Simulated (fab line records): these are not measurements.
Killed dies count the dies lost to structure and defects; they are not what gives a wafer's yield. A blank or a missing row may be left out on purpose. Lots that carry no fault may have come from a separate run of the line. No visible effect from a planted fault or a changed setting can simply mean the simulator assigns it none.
Which tool is to blame? || flow nand-harc || 39 wafers from 13 lots sampled at 2 of the route's 1302 steps

## WHAT EACH GAUGE READ, for each wafer
NHARC_P_GATE_CD_MEAS_91 targets a cd of 2000 nm.
{"lot": "L211", "measured": "day 5 21:06", "on": "cd-sem-02", "cd-nm (nm)": "1996.9 1996.9 1999.6"}
{"lot": "L212", "measured": "day 6 03:53", "on": "cd-sem-01", "cd-nm (nm)": "2000.7 2001.8 1999.6"}
{"lot": "L213", "measured": "day 6 13:57", "on": "cd-sem-02", "cd-nm (nm)": "1997.3 1997.8 1999.1"}
{"lot": "L214", "measured": "day 7 03:14", "on": "cd-sem-01", "cd-nm (nm)": "1998.3 2002.9 2002.2"}
{"lot": "L217", "measured": "day 8 04:58", "on": "cd-sem-01", "cd-nm (nm)": "1998.9 1999.8 1999.6"}
{"lot": "L218", "measured": "day 8 10:08", "on": "cd-sem-02", "cd-nm (nm)": "1998.6 1997.4 1998.6"}
{"lot": "L220", "measured": "day 9 12:37", "on": "cd-sem-01", "cd-nm (nm)": "1996.0 1996.1 1997.4"}
{"lot": "L225", "measured": "day 11 15:44", "on": "cd-sem-03", "cd-nm (nm)": "1999.2 2001.1 2000.3"}
{"lot": "L227", "measured": "day 12 16:50", "on": "cd-sem-03", "cd-nm (nm)": "1997.6 1996.4 2001.5"}
{"lot": "L229", "measured": "day 13 14:56", "on": "cd-sem-01", "cd-nm (nm)": "1997.9 1998.3 1999.2"}
{"lot": "L230", "measured": "day 13 20:07", "on": "cd-sem-01", "cd-nm (nm)": "1999.0 2000.9 2000.6"}
{"lot": "L232", "measured": "day 14 14:31", "on": "cd-sem-03", "cd-nm (nm)": "1999.9 2001.4 1999.8"}
{"lot": "L234", "measured": "day 15 04:32", "on": "cd-sem-03", "cd-nm (nm)": "1999.5 1999.2 1998.7"}

## EACH LOT AND THE TOOL THAT RAN IT (in order: tool; ch and the chambers of the sampled wafers; start)
{"lot": "L211", "NHARC_P_GATE_DESCUM_61": "rie-diel-09 ch 0,3, day 5 19:33"}
{"lot": "L212", "NHARC_P_GATE_DESCUM_61": "rie-diel-09 ch 1,3, day 6 02:22"}
{"lot": "L213", "NHARC_P_GATE_DESCUM_61": "rie-diel-09 ch 0,1,2, day 6 12:32"}
{"lot": "L214", "NHARC_P_GATE_DESCUM_61": "rie-diel-10 ch 0,1,2, day 7 01:40"}
{"lot": "L217", "NHARC_P_GATE_DESCUM_61": "rie-diel-09 ch 0,1, day 8 03:09"}
{"lot": "L218", "NHARC_P_GATE_DESCUM_61": "rie-diel-13 ch 1,3, day 8 08:43"}
{"lot": "L220", "NHARC_P_GATE_DESCUM_61": "rie-diel-10 ch 1,2, day 9 11:03"}
{"lot": "L225", "NHARC_P_GATE_DESCUM_61": "rie-diel-13 ch 0,2, day 11 14:11"}
{"lot": "L227", "NHARC_P_GATE_DESCUM_61": "rie-diel-10 ch 0,1,2, day 12 15:14"}
{"lot": "L229", "NHARC_P_GATE_DESCUM_61": "rie-diel-13 ch 0,2,3, day 13 13:24"}
{"lot": "L230", "NHARC_P_GATE_DESCUM_61": "rie-diel-09 ch 0,2,3, day 13 18:44"}
{"lot": "L232", "NHARC_P_GATE_DESCUM_61": "rie-diel-13 ch 1,2,3, day 14 12:56"}
{"lot": "L234", "NHARC_P_GATE_DESCUM_61": "rie-diel-09 ch 1,2,3, day 15 02:59"}
- NHARC_P_GATE_DESCUM_61: chemistry O2, time 3 s.

## WHAT THE TOOLS THEMSELVES READ (means of the sampled wafers that have a number; where no wafer has one, the mark that the record gives instead)
NHARC_P_GATE_DESCUM_61.
{"lot": "L211", "tool": "rie-diel-09", "drypump-motor-current-A (A)": 5.8, "oes-product-au (a.u.)": 0.999, "rf-vpp-V (V)": 58.6, "showerhead-plenum-p-Torr (Torr)": 2.00, "throttle-valve-pct (%)": 11.309}
{"lot": "L212", "tool": "rie-diel-09", "drypump-motor-current-A (A)": 5.8, "oes-product-au (a.u.)": 1.014, "rf-vpp-V (V)": 57.8, "showerhead-plenum-p-Torr (Torr)": 1.85, "throttle-valve-pct (%)": 11.314}
{"lot": "L213", "tool": "rie-diel-09", "drypump-motor-current-A (A)": 6.0, "oes-product-au (a.u.)": 0.997, "rf-vpp-V (V)": 58.1, "showerhead-plenum-p-Torr (Torr)": 1.93, "throttle-valve-pct (%)": 11.319}
{"lot": "L214", "tool": "rie-diel-10", "drypump-motor-current-A (A)": 5.9, "oes-product-au (a.u.)": 0.997, "rf-vpp-V (V)": 57.7, "showerhead-plenum-p-Torr (Torr)": 1.93, "throttle-valve-pct (%)": 11.302}
{"lot": "L217", "tool": "rie-diel-09", "drypump-motor-current-A (A)": 6.0, "oes-product-au (a.u.)": 0.991, "rf-vpp-V (V)": 58.1, "showerhead-plenum-p-Torr (Torr)": 1.88, "throttle-valve-pct (%)": 11.316}
{"lot": "L218", "tool": "rie-diel-13", "drypump-motor-current-A (A)": 5.4, "oes-product-au (a.u.)": 0.999, "rf-vpp-V (V)": 57.7, "showerhead-plenum-p-Torr (Torr)": 1.92, "throttle-valve-pct (%)": 11.312}
{"lot": "L220", "tool": "rie-diel-10", "drypump-motor-current-A (A)": 5.7, "oes-product-au (a.u.)": 1.002, "rf-vpp-V (V)": 57.8, "showerhead-plenum-p-Torr (Torr)": 1.90, "throttle-valve-pct (%)": 11.313}
{"lot": "L225", "tool": "rie-diel-13", "drypump-motor-current-A (A)": 5.5, "oes-product-au (a.u.)": 0.999, "rf-vpp-V (V)": 57.8, "showerhead-plenum-p-Torr (Torr)": 1.93, "throttle-valve-pct (%)": 11.313}
{"lot": "L227", "tool": "rie-diel-10", "drypump-motor-current-A (A)": 5.9, "oes-product-au (a.u.)": 0.998, "rf-vpp-V (V)": 57.3, "showerhead-plenum-p-Torr (Torr)": 1.93, "throttle-valve-pct (%)": 11.316}
{"lot": "L229", "tool": "rie-diel-13", "drypump-motor-current-A (A)": 5.7, "oes-product-au (a.u.)": 0.997, "rf-vpp-V (V)": 57.3, "showerhead-plenum-p-Torr (Torr)": 1.93, "throttle-valve-pct (%)": 11.312}
{"lot": "L230", "tool": "rie-diel-09", "drypump-motor-current-A (A)": 5.9, "oes-product-au (a.u.)": 0.995, "rf-vpp-V (V)": 58.2, "showerhead-plenum-p-Torr (Torr)": 1.97, "throttle-valve-pct (%)": 11.307}
{"lot": "L232", "tool": "rie-diel-13", "drypump-motor-current-A (A)": 5.7, "oes-product-au (a.u.)": 1.005, "rf-vpp-V (V)": 57.4, "showerhead-plenum-p-Torr (Torr)": 1.92, "throttle-valve-pct (%)": 11.314}
{"lot": "L234", "tool": "rie-diel-09", "drypump-motor-current-A (A)": 6.0, "oes-product-au (a.u.)": 0.996, "rf-vpp-V (V)": 57.0, "showerhead-plenum-p-Torr (Torr)": 1.90, "throttle-valve-pct (%)": 11.313}

## THE ANSWER, worked out from the rows above alone
Rule: the usual values come from the lots themselves. Put in order of their means at a reading, lots are off if they are a third of the lots or fewer, leave a main group of 4 or more, and stand apart from it by a gap of 3 or more times the standard deviation of the main group's means; of several such gaps the widest counts. If all means in a main group match to the digits the tables above print for the reading, that group is not used. A lot without any number at a reading at which 4 lots or more have one is off too. Where the step has rows for the other lots, those lots are counted as sound. Order of review: gauges by route order, followed by the tools' own readings, for which a lot's mean as printed above is used. At the first step where some lot is off, the reading lying furthest off is the one used; lots without a number count as furthest.
None of the lots is off at any reading shown; this tells nothing.

## WHAT THE SIMULATOR PUT IN
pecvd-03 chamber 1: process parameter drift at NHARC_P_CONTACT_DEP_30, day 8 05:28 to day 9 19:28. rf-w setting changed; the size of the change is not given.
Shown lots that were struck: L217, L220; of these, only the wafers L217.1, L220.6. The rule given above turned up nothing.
